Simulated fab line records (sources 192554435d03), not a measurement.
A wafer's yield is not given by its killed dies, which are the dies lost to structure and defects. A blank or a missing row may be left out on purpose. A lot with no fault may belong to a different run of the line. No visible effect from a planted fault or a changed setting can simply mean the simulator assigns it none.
Matching of chambers	flow n5Finfet	N5_ILD0_CMP_12 on cmp-04: 4 sister chambers
The step polishes SiNx, stops on poly-Si, t overpolish 6 s, target thk 17.67 nm. 15 wafers are shown with their chamber, then 7 later ones without.

## WAFERS, EACH WITH ITS CHAMBER
wafer	chamber	motorCurrentA (A)	timeToEndpointS (s)	padLifeWafers
L074.2	0	8.1	29.4	61
L074.3	3	9.4	26.4	60
L076.2	3	8.8	27.7	150
L077.2	3	9.2	28.7	180
L077.3	2	10.0	29.9	183
L080.1	0	8.1	30.7	399
L080.4	1	9.0	29.5	396
L084.3	2	9.3	27.3	541
L084.4	1	8.8	30.2	540
L087.3	0	8.8	30.5	705
L087.4	2	9.8	29.2	703
L088.1	2	9.5	30.3	750
L088.3	3	9.1	32.6	751
L088.4	1	8.6	33.8	753
L089.2	2	10.1	30.3	831

SIGNATURES, as means of the wafers listed above
reading	chamber 0	chamber 1	chamber 2	chamber 3	scatter within a chamber
motorCurrentA	8.333	8.800	9.740	9.125	0.308
timeToEndpointS	30.200	31.167	29.400	28.850	1.89
padLifeWafers	388.33	563.00	601.60	285.25	275
Rule: for each reading, subtract the chamber's mean from the wafer's reading, divide by that reading's scatter and square the result; add these up over the readings and take the root, which gives the wafer's distance from the chamber. If the next closest chamber is less than 2 further off than the closest, the wafer can't be placed; otherwise it belongs to the closest. The scatter: take each reading less its chamber's mean, square it, sum over the shown wafers, divide by the number of wafers less the number of chambers, and take the root.

## WAFERS MISSING THEIR CHAMBER
wafer	motorCurrentA (A)	timeToEndpointS (s)	padLifeWafers
L089.4	9.2	31.0	828
L091.3	9.5	30.7	896
L093.2	9.0	31.0	987
L093.4	8.2	33.0	986
L094.3	9.6	26.7	1074
L096.1	9.7	32.8	1147
L096.4	9.8	30.9	1148

## WHICH CHAMBER EACH WENT THROUGH
wafer	from the rows above	in truth
L089.4	can't be placed: 1 or 2 or 3 or 0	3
L091.3	can't be placed: 2 or 1 or 3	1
L093.2	can't be placed: 1 or 3 or 2 or 0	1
L093.4	can't be placed: 1 or 0 or 3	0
L094.3	can't be placed: 2 or 3 or 1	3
L096.1	can't be placed: 2 or 1 or 3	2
L096.4	can't be placed: 2 or 1 or 3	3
Correct placement for 0 of the 7. Cannot be placed on the basis of these rows: 7; the candidates contain the true chamber in 7. Wrongly placed: 0.
